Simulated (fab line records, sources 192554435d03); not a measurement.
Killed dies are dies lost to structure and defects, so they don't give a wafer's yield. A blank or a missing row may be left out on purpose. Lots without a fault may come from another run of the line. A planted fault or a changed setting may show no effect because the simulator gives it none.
Split-lot experiment | flow n5_finfet | 7 lots, 21 wafers read, on a route of 1938 steps

THE SPLIT
At N5_BEOL_M1_DESCUM_33 (chemistry O2, time 7 s), the setting time_s was moved away from the recipe's 7 s on 7 of the 21 wafers read, by -18.8% to +9.1%. The other wafers ran this setting at the recipe's value.

The reading is taken at the split's own step.

THE READING
CAR-EUV_of_BEOL_M1_COAT_22.thk_nm (the simulator's own value, which no gauge read), in nm, at N5_BEOL_M1_DESCUM_33 (chemistry O2, time 7 s). The file gives no usual value for it. The 14 wafers here that ran the recipe average 26.1 nm, standard deviation 0.09 nm.

wafer  | tool, chamber at the split | time_s as run, s | against the recipe | CAR-EUV_of_BEOL_M1_COAT_22.thk_nm, nm | against lot-mates on the recipe
L076.1 | rie_diel-06, 3             | 6.051            | -13.6%             | 26.6                                  | +0.4
L076.4 | rie_diel-06, 1             | 7                | recipe             | 26.2                                  | -
L076.5 | rie_diel-06, 1             | 7                | recipe             | 26.2                                  | -
L078.2 | rie_diel-03, 3             | 5.687            | -18.8%             | 26.6                                  | +0.6
L078.5 | rie_diel-03, 3             | 7                | recipe             | 26                                    | -
L078.6 | rie_diel-03, 0             | 5.687            | -18.8%             | 26.8                                  | +0.8
L079.2 | rie_diel-05, 1             | 7                | recipe             | 26.2                                  | -
L079.3 | rie_diel-05, 3,1           | 7.637            | +9.1%              | 25.8                                  | -0.4
L079.5 | rie_diel-05, 3,1           | 7.637            | +9.1%              | 25.8                                  | -0.4
L082.2 | rie_diel-06, 1,2,2         | 7                | recipe             | 26                                    | -
L082.4 | rie_diel-06, 1,2,2         | 7                | recipe             | 26                                    | -
L082.6 | rie_diel-06, 1,2,2         | 7                | recipe             | 26                                    | -
L086.1 | rie_diel-03, 2             | 7                | recipe             | 26                                    | -
L086.5 | rie_diel-03, 2,3           | 6.446            | -7.9%              | 26.2                                  | +0.2
L086.6 | rie_diel-03, 2,3           | 6.446            | -7.9%              | 26.2                                  | +0.2
L089.4 | rie_diel-05, 0,1           | 7                | recipe             | 26                                    | -
L089.5 | rie_diel-05, 0,1           | 7                | recipe             | 26                                    | -
L089.6 | rie_diel-05, 3             | 7                | recipe             | 26.2                                  | -
L094.2 | rie_diel-03, 3,1,0         | 7                | recipe             | 26                                    | -
L094.3 | rie_diel-03, 3,1,0         | 7                | recipe             | 26                                    | -
L094.4 | rie_diel-03, 3,1,0         | 7                | recipe             | 26                                    | -
Where a row lists several chambers, the file gives one row for several wafers and doesn't say which wafer went through which chamber.

THE FIT
A straight line over all 21 wafers: CAR-EUV_of_BEOL_M1_COAT_22.thk_nm changes by -0.0326 nm for each +1% of time_s; r = -0.93; the points scatter about the line by 0.096 nm.
The same after taking each lot's own level away (the mean of its wafers on the recipe; 21 wafers): -0.0365 nm for each +1%; r = -0.97; scatter 0.063 nm.
On that fit, the largest move of time_s shifts the reading by 0.68 nm.
The lots' own levels span 26.00 to 26.20 nm, that is 2.2 times the standard deviation above.
So the lot-to-lot level changes the slope: the two fits differ.
Check: with one of the wafers moved furthest among these (-18.8%) left out of the fit, the line predicts +0.695 nm for it against its lot-mates. It came out at +0.6 nm against them.

OTHER SPLITS ON THESE WAFERS
These wafers also went through other splits before the reading. Each is held against what the fit with the lots' levels taken away leaves over:
other split on the same wafers            | wafers away from the commonest value | r with CAR-EUV_of_BEOL_M1_COAT_22.thk_nm (lot level and that fit taken away)
N5_MOL_CONTACT_COAG_COAT_77 spin_rpm      | 3                                    | +0.21
N5_BEOL_M0_SAQP_ILD_DEP_01 time_s         | 6                                    | +0.16
N5_BEOL_M0_SAQP_PECVD_04 time_s           | 5                                    | +0.27
N5_BEOL_M0_SAQP_SPACER1_ALD_98 ald_cycles | 8                                    | -0.22
N5_BEOL_M0_SAQP_COAT_105 spin_rpm         | 9                                    | -0.07
N5_BEOL_M0_ETCH_109 bias_w                | 7                                    | -0.35

THE FILE'S OWN FIT
CAR-EUV_of_BEOL_M1_COAT_22.thk_nm changes by -0.0349 nm for each +1% of time_s, r = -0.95.
